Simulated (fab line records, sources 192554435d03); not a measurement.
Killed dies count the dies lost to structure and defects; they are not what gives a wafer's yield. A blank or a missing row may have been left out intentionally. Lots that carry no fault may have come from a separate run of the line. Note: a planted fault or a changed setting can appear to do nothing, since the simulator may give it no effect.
Split-lot experiment ; flow n5_finfet ; 21 wafers read across 7 lots, on a route 1938 steps long

ON THE SPLIT
At N5_MIM_BOT_SPUTTER_00 (material TiN, target thk 35 nm, time 89.7 s), the setting time_s was moved away from the recipe's 89.7 s on 7 of the 21 wafers read, by -13.4% to +7.4%. All remaining wafers had this setting at the recipe value.

The split's own step is where the reading is taken.

THE READING
TiN_of_MIM_BOT_SPUTTER_00.thk_nm (the simulator's own value, which no gauge read), in nm, at N5_MIM_BOT_SPUTTER_00 (material TiN, target thk 35 nm, time 89.7 s). No usual value for it is given in the file. Average 34.9 nm, standard deviation 0.55 nm, over the 14 wafers here run with the recipe.

wafer;tool, chamber at the split;time_s as run, s;against the recipe;TiN_of_MIM_BOT_SPUTTER_00.thk_nm, nm;against lot-mates on the recipe
L076.3;pvd_sputter-01, -;89.7;recipe;34.2;-
L076.5;pvd_sputter-01, -;96.36;+7.4%;37.4;+3.2
L076.6;pvd_sputter-01, -;96.36;+7.4%;37;+2.8
L079.2;pvd_sputter-03, -;89.7;recipe;35.6;-
L079.5;pvd_sputter-03, -;89.7;recipe;35.2;-
L079.6;pvd_sputter-03, -;89.7;recipe;36.2;-
L078.1;pvd_sputter-03, -;89.7;recipe;35.4;-
L078.3;pvd_sputter-03, -;83.46;-7.0%;32;-3.0
L078.6;pvd_sputter-03, -;89.7;recipe;34.6;-
L080.1;pvd_sputter-01, -;89.7;recipe;34.8;-
L080.3;pvd_sputter-01, -;89.7;recipe;34.4;-
L080.4;pvd_sputter-01, -;89.7;recipe;34.2;-
L083.3;pvd_sputter-01, -;89.7;recipe;34.4;-
L083.4;pvd_sputter-01, -;89.7;recipe;34.8;-
L083.6;pvd_sputter-01, -;89.7;recipe;35;-
L085.3;pvd_sputter-03, -;77.69;-13.4%;30.4;-4.8
L085.5;pvd_sputter-03, -;77.69;-13.4%;30.8;-4.4
L085.6;pvd_sputter-03, -;89.7;recipe;35.2;-
L087.2;pvd_sputter-02, -;79.58;-11.3%;30.8;-3.8
L087.4;pvd_sputter-02, -;79.58;-11.3%;30.6;-4.0
L087.5;pvd_sputter-02, -;89.7;recipe;34.6;-

FIT RESULTS
A straight line over all 21 wafers: TiN_of_MIM_BOT_SPUTTER_00.thk_nm changes by +0.339 nm for each +1% of time_s; r = +0.97; the points scatter about the line by 0.52 nm.
The same after taking each lot's own level away (the mean of its wafers on the recipe; 21 wafers): +0.361 nm for each +1%; r = +0.99; scatter 0.32 nm.
The reading moves by 4.8 nm for the largest change in time_s, on that fit.
Across the lots, their own levels run from 34.20 to 35.67 nm, a range of 2.6 times the standard deviation given above.
So the lot-to-lot level changes the slope little: the two slopes agree.
Check: for one of the wafers moved furthest among these (-13.4%), held out of the fit, the line's prediction against its lot-mates is -4.78 nm. It came out at -4.8 nm against them.

OTHER SPLITS ON THESE WAFERS
Note: prior to the reading, these wafers also went through further splits. Each is held against what the fit with the lots' levels taken away leaves over:
other split on the same wafers;wafers away from the commonest value;r with TiN_of_MIM_BOT_SPUTTER_00.thk_nm (lot level and that fit taken away)
N5_BEOL_M12_SPUTTER_44 power_w;5;-0.18
N5_BEOL_M13_COAT_22 spin_rpm;6;+0.13
N5_BEOL_M13_EXPOSE_25 dose_mj;5;+0.28
N5_BEOL_M14_ETCH_68 time_s;7;+0.08

FILE'S OWN FIT
TiN_of_MIM_BOT_SPUTTER_00.thk_nm changes by +0.363 nm for each +1% of time_s, r = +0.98.
